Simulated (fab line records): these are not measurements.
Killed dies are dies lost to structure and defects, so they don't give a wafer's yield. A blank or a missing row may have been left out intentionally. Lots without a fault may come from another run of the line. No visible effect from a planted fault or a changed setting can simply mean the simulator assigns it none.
fab line records / flow n5-finfet
record: lots: 7 wafers: 19 last-day: 20
route steps=1938 shown BEOL_M5@1177
lots untouched by any fault: they come from a run of this same line in which no faults occurred
start-h: the number of hours between the record's first day and the start of the first shown wafer of the lot / wait-h: how many hours have passed since the lot's step before this one / " repeats the value in the row above / L1.1+2: a row that stands for several wafers / - value missing, or start not given / * or withheld: withheld / < > ~ a bound
route shown NAME@n: names a module that has steps shown in the file, with the first one's number in the route / usual: mean and standard deviation over wafers with no fault / same: alike in all rows / chamber/n: place in a boat / sites: per-site readings / _std_site: how widely they spread, as a standard deviation / _edge_site: mean of outer sites minus mean of inner sites / radius-mm: for every site, how far away it sits from the centre of the wafer / mask NAME#n: copy n / behind: the last tool/chamber to shape the wafer / hold: cause of the lot's hold/its duration in hours/its outcome / device: the transistor (n, p or np) that didn't switch / end of line: tests run on the same wafers once the route is complete / a step without rows: its recipe alone / killed: at the first sort, the dies lost to defects and structure; wafer yield is something else / map: a wafer's dies, marking killed ones x, the rest . and places with no die _
set.NAME: the setting as run; set.NAME@STEP: as run at that earlier step / model.NAME: the simulator's own value behind a step, which no gauge read
lots seen at some steps along the route; tables by step, rows by wafer
services: the hour from which a tool's chamber was out of use, counted from the record's first day as start-h (under 0 if before that day), plus the number of hours and why
== steps ==
step: N5_BEOL_M5_SPUTTER_81
recipe: material: Cu target-thk-a: 150 temp-c: -20 chamber-pressure-pa: 0.07 power-w: withheld time-s: 27.62
usual: throttle-valve-pct: 30.1/1.1
lot.wafer=L403.1 tool=pvd-sputter-02 chamber=- start-h=197.31 wait-h=0.5 throttle-valve-pct=29.5
lot.wafer=L403.3 tool=pvd-sputter-02 chamber=- start-h=197.31 wait-h=0.5 throttle-valve-pct=29.8
lot.wafer=L403.5 tool=pvd-sputter-02 chamber=- start-h=197.31 wait-h=0.5 throttle-valve-pct=30.0
lot.wafer=L407.3 tool=pvd-sputter-03 chamber=- start-h=213.43 wait-h=0.5 throttle-valve-pct=31.4
lot.wafer=L407.4 tool=pvd-sputter-03 chamber=- start-h=213.43 wait-h=0.5 throttle-valve-pct=31.0
lot.wafer=L407.5 tool=pvd-sputter-03 chamber=- start-h=213.43 wait-h=0.5 throttle-valve-pct=31.0
lot.wafer=L411.2 tool=pvd-sputter-03 chamber=- start-h=249.69 wait-h=0.5 throttle-valve-pct=31.0
lot.wafer=L411.3 tool=pvd-sputter-03 chamber=- start-h=249.69 wait-h=0.5 throttle-valve-pct=29.5
lot.wafer=L411.4 tool=pvd-sputter-03 chamber=- start-h=249.69 wait-h=0.5 throttle-valve-pct=31.3
lot.wafer=L413.3 tool=pvd-sputter-02 chamber=- start-h=251.60 wait-h=0.5 throttle-valve-pct=29.1
lot.wafer=L413.4 tool=pvd-sputter-02 chamber=- start-h=251.60 wait-h=0.5 throttle-valve-pct=29.4
lot.wafer=L412.2 tool=pvd-sputter-01 chamber=- start-h=252.32 wait-h=0.5 throttle-valve-pct=31.7
lot.wafer=L412.4 tool=pvd-sputter-01 chamber=- start-h=252.32 wait-h=0.5 throttle-valve-pct=30.9
lot.wafer=L424.2 tool=pvd-sputter-02 chamber=- start-h=341.39 wait-h=0.5 throttle-valve-pct=29.2
lot.wafer=L424.4 tool=pvd-sputter-02 chamber=- start-h=341.39 wait-h=0.5 throttle-valve-pct=28.1
lot.wafer=L424.6 tool=pvd-sputter-02 chamber=- start-h=341.39 wait-h=0.5 throttle-valve-pct=29.5
lot.wafer=L425.4 tool=pvd-sputter-02 chamber=- start-h=365.45 wait-h=0.5 throttle-valve-pct=29.5
lot.wafer=L425.5 tool=pvd-sputter-02 chamber=- start-h=365.45 wait-h=0.5 throttle-valve-pct=29.9
lot.wafer=L425.6 tool=pvd-sputter-02 chamber=- start-h=365.45 wait-h=0.5 throttle-valve-pct=28.2
step: N5_BEOL_M5_ANNEAL_82
recipe: temp-c: 400 time-s: 1800 ambient: vacuum
step: N5_BEOL_M5_SPUTTER_83
recipe: material: Cu target-thk-a: 150 temp-c: -20 chamber-pressure-pa: 0.07 power-w: withheld time-s: 27.62
step: N5_BEOL_M5_ANNEAL_84
recipe: temp-c: 400 time-s: 1800 ambient: vacuum
usual: heater-power-w: 862/96
lot.wafer=L403.1 tool=pvd-sputter-02 chamber=- start-h=198.47 wait-h=0.0 heater-power-w=818
lot.wafer=L403.3 tool=pvd-sputter-02 chamber=- start-h=198.47 wait-h=0.0 heater-power-w=665
lot.wafer=L403.5 tool=pvd-sputter-02 chamber=- start-h=198.47 wait-h=0.0 heater-power-w=673
lot.wafer=L407.3 tool=pvd-sputter-03 chamber=- start-h=214.59 wait-h=0.0 heater-power-w=762
lot.wafer=L407.4 tool=pvd-sputter-03 chamber=- start-h=214.59 wait-h=0.0 heater-power-w=773
lot.wafer=L407.5 tool=pvd-sputter-03 chamber=- start-h=214.59 wait-h=0.0 heater-power-w=803
lot.wafer=L411.2 tool=pvd-sputter-03 chamber=- start-h=250.85 wait-h=0.0 heater-power-w=780
lot.wafer=L411.3 tool=pvd-sputter-03 chamber=- start-h=250.85 wait-h=0.0 heater-power-w=804
lot.wafer=L411.4 tool=pvd-sputter-03 chamber=- start-h=250.85 wait-h=0.0 heater-power-w=764
lot.wafer=L413.3 tool=pvd-sputter-02 chamber=- start-h=252.76 wait-h=0.0 heater-power-w=793
lot.wafer=L413.4 tool=pvd-sputter-02 chamber=- start-h=252.76 wait-h=0.0 heater-power-w=814
lot.wafer=L412.2 tool=pvd-sputter-01 chamber=- start-h=253.49 wait-h=0.0 heater-power-w=862
lot.wafer=L412.4 tool=pvd-sputter-01 chamber=- start-h=253.49 wait-h=0.0 heater-power-w=838
lot.wafer=L424.2 tool=pvd-sputter-02 chamber=- start-h=342.56 wait-h=0.0 heater-power-w=801
lot.wafer=L424.4 tool=pvd-sputter-02 chamber=- start-h=342.56 wait-h=0.0 heater-power-w=984
lot.wafer=L424.6 tool=pvd-sputter-02 chamber=- start-h=342.56 wait-h=0.0 heater-power-w=780
lot.wafer=L425.4 tool=pvd-sputter-02 chamber=- start-h=366.62 wait-h=0.0 heater-power-w=793
lot.wafer=L425.5 tool=pvd-sputter-02 chamber=- start-h=366.62 wait-h=0.0 heater-power-w=666
lot.wafer=L425.6 tool=pvd-sputter-02 chamber=- start-h=366.62 wait-h=0.0 heater-power-w=984
step: N5_BEOL_M5_SPUTTER_88
recipe: material: Cu target-thk-a: 150 temp-c: -20 chamber-pressure-pa: 0.07 power-w: withheld time-s: 27.62
usual: throttle-valve-pct: 30.1/1.1
lot.wafer=L403.1 tool=pvd-sputter-02 chamber=- start-h=199.48 wait-h=0.5 throttle-valve-pct=29.8
lot.wafer=L403.3 tool=pvd-sputter-02 chamber=- start-h=199.48 wait-h=0.5 throttle-valve-pct=29.9
lot.wafer=L403.5 tool=pvd-sputter-02 chamber=- start-h=199.48 wait-h=0.5 throttle-valve-pct=29.9
lot.wafer=L407.3 tool=pvd-sputter-03 chamber=- start-h=215.60 wait-h=0.5 throttle-valve-pct=31.4
lot.wafer=L407.4 tool=pvd-sputter-03 chamber=- start-h=215.60 wait-h=0.5 throttle-valve-pct=31.0
lot.wafer=L407.5 tool=pvd-sputter-03 chamber=- start-h=215.60 wait-h=0.5 throttle-valve-pct=31.2
lot.wafer=L411.2 tool=pvd-sputter-03 chamber=- start-h=251.86 wait-h=0.5 throttle-valve-pct=31.3
lot.wafer=L411.3 tool=pvd-sputter-03 chamber=- start-h=251.86 wait-h=0.5 throttle-valve-pct=29.5
lot.wafer=L411.4 tool=pvd-sputter-03 chamber=- start-h=251.86 wait-h=0.5 throttle-valve-pct=31.4
lot.wafer=L413.3 tool=pvd-sputter-02 chamber=- start-h=253.77 wait-h=0.5 throttle-valve-pct=29.4
lot.wafer=L413.4 tool=pvd-sputter-02 chamber=- start-h=253.77 wait-h=0.5 throttle-valve-pct=29.5
lot.wafer=L412.2 tool=pvd-sputter-01 chamber=- start-h=254.49 wait-h=0.5 throttle-valve-pct=31.2
lot.wafer=L412.4 tool=pvd-sputter-01 chamber=- start-h=254.49 wait-h=0.5 throttle-valve-pct=30.9
lot.wafer=L424.2 tool=pvd-sputter-02 chamber=- start-h=343.56 wait-h=0.5 throttle-valve-pct=29.5
lot.wafer=L424.4 tool=pvd-sputter-02 chamber=- start-h=343.56 wait-h=0.5 throttle-valve-pct=28.3
lot.wafer=L424.6 tool=pvd-sputter-02 chamber=- start-h=343.56 wait-h=0.5 throttle-valve-pct=29.2
lot.wafer=L425.4 tool=pvd-sputter-02 chamber=- start-h=367.63 wait-h=0.5 throttle-valve-pct=29.5
lot.wafer=L425.5 tool=pvd-sputter-02 chamber=- start-h=367.63 wait-h=0.5 throttle-valve-pct=30.0
lot.wafer=L425.6 tool=pvd-sputter-02 chamber=- start-h=367.63 wait-h=0.5 throttle-valve-pct=28.2
step: N5_BEOL_M5_ANNEAL_89
recipe: temp-c: 400 time-s: 1800 ambient: vacuum
step: N5_BEOL_M5_SPUTTER_90
recipe: material: Cu target-thk-a: 45 temp-c: -20 chamber-pressure-pa: 0.07 power-w: withheld time-s: 8.29
usual: throttle-valve-pct: 30.1/1.1
lot.wafer=L403.1 tool=pvd-sputter-02 chamber=- start-h=200.57 wait-h=0.5 throttle-valve-pct=29.6
lot.wafer=L403.3 tool=pvd-sputter-02 chamber=- start-h=200.57 wait-h=0.5 throttle-valve-pct=29.7
lot.wafer=L403.5 tool=pvd-sputter-02 chamber=- start-h=200.57 wait-h=0.5 throttle-valve-pct=29.9
lot.wafer=L407.3 tool=pvd-sputter-03 chamber=- start-h=216.69 wait-h=0.5 throttle-valve-pct=31.5
lot.wafer=L407.4 tool=pvd-sputter-03 chamber=- start-h=216.69 wait-h=0.5 throttle-valve-pct=31.2
lot.wafer=L407.5 tool=pvd-sputter-03 chamber=- start-h=216.69 wait-h=0.5 throttle-valve-pct=31.2
lot.wafer=L411.2 tool=pvd-sputter-03 chamber=- start-h=252.95 wait-h=0.5 throttle-valve-pct=31.1
lot.wafer=L411.3 tool=pvd-sputter-03 chamber=- start-h=252.95 wait-h=0.5 throttle-valve-pct=29.5
lot.wafer=L411.4 tool=pvd-sputter-03 chamber=- start-h=252.95 wait-h=0.5 throttle-valve-pct=31.4
lot.wafer=L413.3 tool=pvd-sputter-02 chamber=- start-h=254.86 wait-h=0.5 throttle-valve-pct=29.8
lot.wafer=L413.4 tool=pvd-sputter-02 chamber=- start-h=254.86 wait-h=0.5 throttle-valve-pct=29.5
lot.wafer=L412.2 tool=pvd-sputter-01 chamber=- start-h=255.58 wait-h=0.5 throttle-valve-pct=31.5
lot.wafer=L412.4 tool=pvd-sputter-01 chamber=- start-h=255.58 wait-h=0.5 throttle-valve-pct=30.9
lot.wafer=L424.2 tool=pvd-sputter-02 chamber=- start-h=344.65 wait-h=0.5 throttle-valve-pct=29.3
lot.wafer=L424.4 tool=pvd-sputter-02 chamber=- start-h=344.65 wait-h=0.5 throttle-valve-pct=28.1
lot.wafer=L424.6 tool=pvd-sputter-02 chamber=- start-h=344.65 wait-h=0.5 throttle-valve-pct=29.4
lot.wafer=L425.4 tool=pvd-sputter-02 chamber=- start-h=368.71 wait-h=0.5 throttle-valve-pct=29.3
lot.wafer=L425.5 tool=pvd-sputter-02 chamber=- start-h=368.71 wait-h=0.5 throttle-valve-pct=29.8
lot.wafer=L425.6 tool=pvd-sputter-02 chamber=- start-h=368.71 wait-h=0.5 throttle-valve-pct=28.1
step: N5_BEOL_M5_ECD_50
recipe: material: Cu target-thk-a: 3000
step: N5_BEOL_M5_ANNEAL_51
recipe: temp-c: 225 time-s: 90 ambient: N2
step: N5_BEOL_M5_CMP_52
recipe: stop-on: SiCOH_lowk t-overpolish-s: 6.9 down-force-psi: 1 platen-rpm: 50 clearing-platen-down-force-psi: 1.5 clearing-platen-rpm: 50 post-cmp-clean: cu-alkaline target-thk-nm: 62 clearing-platen-pad-velocity-m-s: 0.99484 pad-velocity-m-s: 0.99484
usual: barrier-field-endpoint-s: 24.5/0.62 head-pressure-psi: 1.0001/0.0021 motor-current-A: 6.3/0.6 overpolish-run-s: 6.899/0.0095 slurry-filter-dp-kPa: 13.50/0.15 time-to-endpoint-s: 62/3.4
lot.wafer=L403.3 tool=cmp-01 chamber=0 start-h=201.14 wait-h=0.2 barrier-field-endpoint-s=23.0 head-pressure-psi=1.0007 motor-current-A=7.5 overpolish-run-s=6.906 slurry-filter-dp-kPa=13.31 time-to-endpoint-s=59
lot.wafer=L403.1 tool=cmp-01 chamber=1 start-h=201.14 wait-h=0.2 barrier-field-endpoint-s=24.3 head-pressure-psi=0.9994 motor-current-A=6.2 overpolish-run-s=6.897 slurry-filter-dp-kPa=13.52 time-to-endpoint-s=65
lot.wafer=L403.5 tool=cmp-01 chamber=3 start-h=201.14 wait-h=0.2 barrier-field-endpoint-s=24.3 head-pressure-psi=1.0011 motor-current-A=5.9 overpolish-run-s=6.899 slurry-filter-dp-kPa=13.39 time-to-endpoint-s=58
lot.wafer=L407.4 tool=cmp-04 chamber=1 start-h=217.93 wait-h=0.2 barrier-field-endpoint-s=23.9 head-pressure-psi=0.9998 motor-current-A=5.9 overpolish-run-s=6.902 slurry-filter-dp-kPa=13.34 time-to-endpoint-s=57
lot.wafer=L407.3 tool=cmp-04 chamber=2 start-h=217.93 wait-h=0.2 barrier-field-endpoint-s=24.5 head-pressure-psi=1.0000 motor-current-A=6.2 overpolish-run-s=6.910 slurry-filter-dp-kPa=13.54 time-to-endpoint-s=63
lot.wafer=L407.5 tool=cmp-04 chamber=0 start-h=217.93 wait-h=0.2 barrier-field-endpoint-s=24.5 head-pressure-psi=1.0017 motor-current-A=7.1 overpolish-run-s=6.890 slurry-filter-dp-kPa=13.47 time-to-endpoint-s=62
lot.wafer=L411.3 tool=cmp-01 chamber=3 start-h=253.48 wait-h=0.2 barrier-field-endpoint-s=25.1 head-pressure-psi=1.0004 motor-current-A=5.8 overpolish-run-s=6.893 slurry-filter-dp-kPa=13.53 time-to-endpoint-s=62
lot.wafer=L411.4 tool=cmp-01 chamber=0 start-h=253.48 wait-h=0.2 barrier-field-endpoint-s=24.7 head-pressure-psi=0.9996 motor-current-A=7.2 overpolish-run-s=6.900 slurry-filter-dp-kPa=13.41 time-to-endpoint-s=60
lot.wafer=L411.2 tool=cmp-01 chamber=1 start-h=253.48 wait-h=0.2 barrier-field-endpoint-s=25.8 head-pressure-psi=0.9980 motor-current-A=6.2 overpolish-run-s=6.895 slurry-filter-dp-kPa=13.66 time-to-endpoint-s=70
lot.wafer=L413.3 tool=cmp-01 chamber=0 start-h=255.40 wait-h=0.2 barrier-field-endpoint-s=24.2 head-pressure-psi=0.9993 motor-current-A=7.5 overpolish-run-s=6.895 slurry-filter-dp-kPa=13.57 time-to-endpoint-s=65
lot.wafer=L413.4 tool=cmp-01 chamber=1 start-h=255.40 wait-h=0.2 barrier-field-endpoint-s=25.6 head-pressure-psi=0.9999 motor-current-A=6.2 overpolish-run-s=6.897 slurry-filter-dp-kPa=13.53 time-to-endpoint-s=71
lot.wafer=L412.2 tool=cmp-04 chamber=2 start-h=257.40 wait-h=0.2 barrier-field-endpoint-s=24.4 head-pressure-psi=0.9962 motor-current-A=6.3 overpolish-run-s=6.904 slurry-filter-dp-kPa=13.71 time-to-endpoint-s=61
lot.wafer=L412.4 tool=cmp-04 chamber=0 start-h=257.40 wait-h=0.2 barrier-field-endpoint-s=23.5 head-pressure-psi=1.0011 motor-current-A=7.5 overpolish-run-s=6.890 slurry-filter-dp-kPa=13.97 time-to-endpoint-s=58
lot.wafer=L424.4 tool=cmp-04 chamber=1 start-h=345.18 wait-h=0.1 barrier-field-endpoint-s=24.3 head-pressure-psi=1.0008 motor-current-A=5.8 overpolish-run-s=6.874 slurry-filter-dp-kPa=13.52 time-to-endpoint-s=59
lot.wafer=L424.2 tool=cmp-04 chamber=2 start-h=345.18 wait-h=0.1 barrier-field-endpoint-s=24.4 head-pressure-psi=1.0041 motor-current-A=6.4 overpolish-run-s=6.903 slurry-filter-dp-kPa=13.38 time-to-endpoint-s=65
lot.wafer=L424.6 tool=cmp-04 chamber=2 start-h=345.18 wait-h=0.1 barrier-field-endpoint-s=24.8 head-pressure-psi=1.0002 motor-current-A=6.1 overpolish-run-s=6.893 slurry-filter-dp-kPa=13.50 time-to-endpoint-s=62
lot.wafer=L425.4 tool=cmp-03 chamber=0 start-h=369.30 wait-h=0.2 barrier-field-endpoint-s=24.7 head-pressure-psi=1.0021 motor-current-A=6.0 overpolish-run-s=6.899 slurry-filter-dp-kPa=13.35 time-to-endpoint-s=62
lot.wafer=L425.6 tool=cmp-03 chamber=2 start-h=369.30 wait-h=0.2 barrier-field-endpoint-s=24.2 head-pressure-psi=1.0004 motor-current-A=5.7 overpolish-run-s=6.891 slurry-filter-dp-kPa=13.71 time-to-endpoint-s=62
lot.wafer=L425.5 tool=cmp-03 chamber=3 start-h=369.30 wait-h=0.2 barrier-field-endpoint-s=24.6 head-pressure-psi=1.0008 motor-current-A=5.8 overpolish-run-s=6.893 slurry-filter-dp-kPa=13.50 time-to-endpoint-s=61
step: N5_BEOL_M5_THK_MEAS_53
recipe: thk-meas-gauge: xrf reads: Cu_of_BEOL_M5_ECD_50
usual: M5_THK: 61.6/1.8
lot.wafer=L403.1 tool=film-metro-01 chamber=- start-h=201.36 wait-h=- M5_THK[nm]=63.2
lot.wafer=L403.3 tool=film-metro-01 chamber=- start-h=201.36 wait-h=- M5_THK[nm]=62.4
lot.wafer=L403.5 tool=film-metro-01 chamber=- start-h=201.36 wait-h=- M5_THK[nm]=62.9
lot.wafer=L407.3 tool=film-metro-02 chamber=- start-h=218.15 wait-h=- M5_THK[nm]=65.3
lot.wafer=L407.4 tool=film-metro-02 chamber=- start-h=218.15 wait-h=- M5_THK[nm]=59.2
lot.wafer=L407.5 tool=film-metro-02 chamber=- start-h=218.15 wait-h=- M5_THK[nm]=60.4
lot.wafer=L411.2 tool=film-metro-01 chamber=- start-h=253.74 wait-h=- M5_THK[nm]=62.3
lot.wafer=L411.3 tool=film-metro-01 chamber=- start-h=253.74 wait-h=- M5_THK[nm]=62.1
lot.wafer=L411.4 tool=film-metro-01 chamber=- start-h=253.74 wait-h=- M5_THK[nm]=59.5
lot.wafer=L413.3 tool=film-metro-02 chamber=- start-h=255.65 wait-h=- M5_THK[nm]=61.6
lot.wafer=L413.4 tool=film-metro-02 chamber=- start-h=255.65 wait-h=- M5_THK[nm]=62.0
lot.wafer=L412.2 tool=film-metro-01 chamber=- start-h=257.69 wait-h=- M5_THK[nm]=61.5
lot.wafer=L412.4 tool=film-metro-01 chamber=- start-h=257.69 wait-h=- M5_THK[nm]=61.7
lot.wafer=L424.2 tool=film-metro-01 chamber=- start-h=345.48 wait-h=- M5_THK[nm]=62.2
lot.wafer=L424.4 tool=film-metro-01 chamber=- start-h=345.48 wait-h=- M5_THK[nm]=60.6
lot.wafer=L424.6 tool=film-metro-01 chamber=- start-h=345.48 wait-h=- M5_THK[nm]=61.4
lot.wafer=L425.4 tool=film-metro-02 chamber=- start-h=369.52 wait-h=- M5_THK[nm]=64.6
lot.wafer=L425.5 tool=film-metro-02 chamber=- start-h=369.52 wait-h=- M5_THK[nm]=63.4
lot.wafer=L425.6 tool=film-metro-02 chamber=- start-h=369.52 wait-h=- M5_THK[nm]=60.7
step: N5_BEOL_M5_PRE_CLEAN_77
recipe: gas: NH3/H2 time-s: 15 temp-c: * rf-power-w: 300
step: N5_BEOL_M5_CO_CAP_78
recipe: material: Co target-thk-a: 20 temp-c: 200 precursor: CCTBA/H2 pressure-torr: 30 time-s: 102.1
usual: heater-power-w: 227/17 run-length-s: 125.0/0.49
lot.wafer=L403.1 tool=cvd-co-02 chamber=0 start-h=201.44 wait-h=0.0 heater-power-w=237 run-length-s=124.8 model.Co_of_BEOL_M5_CO_CAP_78.thk-nm=2
lot.wafer=L403.3 tool=cvd-co-02 chamber=1 start-h=201.44 wait-h=0.0 heater-power-w=244 run-length-s=126.0 model.Co_of_BEOL_M5_CO_CAP_78.thk-nm=1.8
lot.wafer=L403.5 tool=cvd-co-02 chamber=0 start-h=201.44 wait-h=0.0 heater-power-w=240 run-length-s=125.1 model.Co_of_BEOL_M5_CO_CAP_78.thk-nm=2
lot.wafer=L407.3 tool=cvd-co-01 chamber=0 start-h=218.23 wait-h=0.0 heater-power-w=224 run-length-s=124.1 model.Co_of_BEOL_M5_CO_CAP_78.thk-nm=1.8
lot.wafer=L407.4 tool=cvd-co-01 chamber=0 start-h=218.23 wait-h=0.0 heater-power-w=217 run-length-s=123.9 model.Co_of_BEOL_M5_CO_CAP_78.thk-nm=2
lot.wafer=L407.5 tool=cvd-co-01 chamber=1 start-h=218.23 wait-h=0.0 heater-power-w=217 run-length-s=125.8 model.Co_of_BEOL_M5_CO_CAP_78.thk-nm=2
lot.wafer=L411.2 tool=cvd-co-02 chamber=0 start-h=253.82 wait-h=0.0 heater-power-w=239 run-length-s=208.3 model.Co_of_BEOL_M5_CO_CAP_78.thk-nm=3.8
lot.wafer=L411.3 tool=cvd-co-02 chamber=1 start-h=253.82 wait-h=0.0 heater-power-w=248 run-length-s=125.0 model.Co_of_BEOL_M5_CO_CAP_78.thk-nm=2
lot.wafer=L411.4 tool=cvd-co-02 chamber=1 start-h=253.82 wait-h=0.0 heater-power-w=257 run-length-s=207.9 model.Co_of_BEOL_M5_CO_CAP_78.thk-nm=3.8
lot.wafer=L413.3 tool=cvd-co-02 chamber=2 start-h=255.73 wait-h=0.0 heater-power-w=222 run-length-s=124.7 model.Co_of_BEOL_M5_CO_CAP_78.thk-nm=2.2
lot.wafer=L413.4 tool=cvd-co-02 chamber=2 start-h=255.73 wait-h=0.0 heater-power-w=224 run-length-s=208.5 model.Co_of_BEOL_M5_CO_CAP_78.thk-nm=3.6
lot.wafer=L412.2 tool=cvd-co-02 chamber=1 start-h=257.77 wait-h=0.0 heater-power-w=249 run-length-s=208.0 model.Co_of_BEOL_M5_CO_CAP_78.thk-nm=3.6
lot.wafer=L412.4 tool=cvd-co-02 chamber=2 start-h=257.77 wait-h=0.0 heater-power-w=231 run-length-s=207.8 model.Co_of_BEOL_M5_CO_CAP_78.thk-nm=3.6
lot.wafer=L424.2 tool=cvd-co-01 chamber=1 start-h=345.55 wait-h=0.0 heater-power-w=223 run-length-s=125.5 model.Co_of_BEOL_M5_CO_CAP_78.thk-nm=2
lot.wafer=L424.4 tool=cvd-co-01 chamber=2 start-h=345.55 wait-h=0.0 heater-power-w=200 run-length-s=124.8 model.Co_of_BEOL_M5_CO_CAP_78.thk-nm=2
lot.wafer=L424.6 tool=cvd-co-01 chamber=0 start-h=345.55 wait-h=0.0 heater-power-w=220 run-length-s=124.2 model.Co_of_BEOL_M5_CO_CAP_78.thk-nm=2
lot.wafer=L425.4 tool=cvd-co-02 chamber=2 start-h=369.63 wait-h=0.0 heater-power-w=217 run-length-s=124.9 model.Co_of_BEOL_M5_CO_CAP_78.thk-nm=2
lot.wafer=L425.5 tool=cvd-co-02 chamber=0 start-h=369.63 wait-h=0.0 heater-power-w=235 run-length-s=124.6 model.Co_of_BEOL_M5_CO_CAP_78.thk-nm=2
lot.wafer=L425.6 tool=cvd-co-02 chamber=1 start-h=369.63 wait-h=0.0 heater-power-w=235 run-length-s=125.4 model.Co_of_BEOL_M5_CO_CAP_78.thk-nm=2
step: N5_BEOL_M5_PRE_CLEAN_55
recipe: gas: NH3 time-s: 15 temp-c: withheld rf-power-w: 300
== services ==
tool=cmp-03 chamber=- start-h=185.38 hours=1.5 kind=repair
tool=cvd-co-01 chamber=0 start-h=186.88 hours=23.8 kind=repair
tool=cmp-03 chamber=- start-h=190.72 hours=0.2 kind=repair
tool=cmp-03 chamber=- start-h=210.84 hours=0.7 kind=repair
tool=cvd-co-02 chamber=- start-h=222.41 hours=14.6 kind=pm
tool=cmp-03 chamber=- start-h=224.37 hours=63.0 kind=repair
tool=cmp-01 chamber=- start-h=231.26 hours=4.0 kind=pm
tool=cmp-01 chamber=- start-h=235.26 hours=- kind=consumable-replace:conditioner
tool=cmp-01 chamber=- start-h=235.26 hours=- kind=consumable-replace:pad
tool=cmp-01 chamber=- start-h=258.05 hours=0.7 kind=repair
tool=cvd-co-01 chamber=0 start-h=273.32 hours=15.6 kind=repair
tool=cmp-01 chamber=- start-h=274.28 hours=3.0 kind=repair
tool=cvd-co-01 chamber=1 start-h=288.80 hours=24.4 kind=repair
tool=cmp-04 chamber=- start-h=290.14 hours=1.1 kind=repair
tool=cvd-co-01 chamber=0 start-h=293.30 hours=39.6 kind=repair
tool=pvd-sputter-02 chamber=- start-h=301.83 hours=7.9 kind=repair
tool=cvd-co-02 chamber=- start-h=309.43 hours=2.8 kind=pm
tool=cvd-co-02 chamber=1 start-h=333.33 hours=- kind=clean
tool=cvd-co-02 chamber=1 start-h=333.33 hours=22.0 kind=scheduled-down
tool=cvd-co-02 chamber=1 start-h=333.33 hours=22.0 kind=vent-cycle
tool=cmp-04 chamber=- start-h=350.39 hours=1.1 kind=repair
== key ==
first-sign: step: N5_BEOL_M5_CO_CAP_78 reading: run-length-s direction: up sigmas: 99+ usual: * struck: *
effect none on later readings
model-effect: step: N5_BEOL_M5_CO_CAP_78 value: Co_of_BEOL_M5_CO_CAP_78.thk-nm without: 2.04 struck: 3.68
met-at N5_BEOL_M5_CO_CAP_78
struck-wafers L411.2,L411.4,L412.2,L412.4,L413.4
onset-between 201.44 253.82
fault: kind: process-parameter-drift tool: cvd-co-02 chamber: - onset-h: 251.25 steps: N5_BEOL_M5_CO_CAP_78 channel: time-s offset: * shape: step end-h: 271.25 scope: struck-wafers-only acts-in: * stated: *
